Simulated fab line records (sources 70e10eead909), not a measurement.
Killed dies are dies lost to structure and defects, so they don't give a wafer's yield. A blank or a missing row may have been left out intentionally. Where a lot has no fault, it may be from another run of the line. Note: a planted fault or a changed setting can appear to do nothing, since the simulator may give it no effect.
Which tool is to blame?	flow nand-harc	at 1 step of a route of 1159, 12 lots with 36 wafers sampled

## WHAT THE GAUGES READ, wafer by wafer
NHARC_P_M0_CD_MEAS_16.
lot	measured	on	cd-nm (nm)
L074	day 6 10:24	cd-sem-03	90.8 90.4 91.4
L078	day 6 21:10	cd-sem-03	90.4 89.0 90.0
L079	day 7 01:32	cd-sem-01	90.5 91.2 90.5
L081	day 7 15:23	cd-sem-03	91.2 90.8 88.8
L083	day 8 05:30	cd-sem-03	89.5 89.8 89.0
L088	day 8 21:36	cd-sem-01	90.1 90.1 89.7
L086	day 9 03:36	cd-sem-02	91.0 89.7 90.4
L089	day 9 14:26	cd-sem-01	89.8 88.6 91.7
L091	day 9 22:56	cd-sem-01	91.3 88.8 90.0
L092	day 10 18:48	cd-sem-02	92.2 92.2 89.3
L096	day 11 03:03	cd-sem-03	90.7 91.6 90.5
L097	day 11 11:17	cd-sem-01	89.6 90.7 89.3

## TOOL THAT RAN EACH LOT (tool first, then ch and the chambers of the sampled wafers, then the start)
No process step before these readings appears in the record.

## THE ANSWER, worked out from the rows above alone
Rule: what is usual is taken from the lots themselves. The widest of any qualifying gaps counts: lots, ordered by their means at a reading, are off when they make up no more than a third of the lots, leave a main group of 4 or more, and stand apart from it by 3 or more times the standard deviation of that group's means. A main group whose means are all the same, to the digits that the tables above print for the reading, isn't used. A lot without any number at a reading at which 4 lots or more have one is off too. All remaining lots with rows at the step are treated as sound.
Nothing can be told from this: no lot is off at any reading shown.

## WHAT HAD BEEN PUT IN BY THE SIMULATOR
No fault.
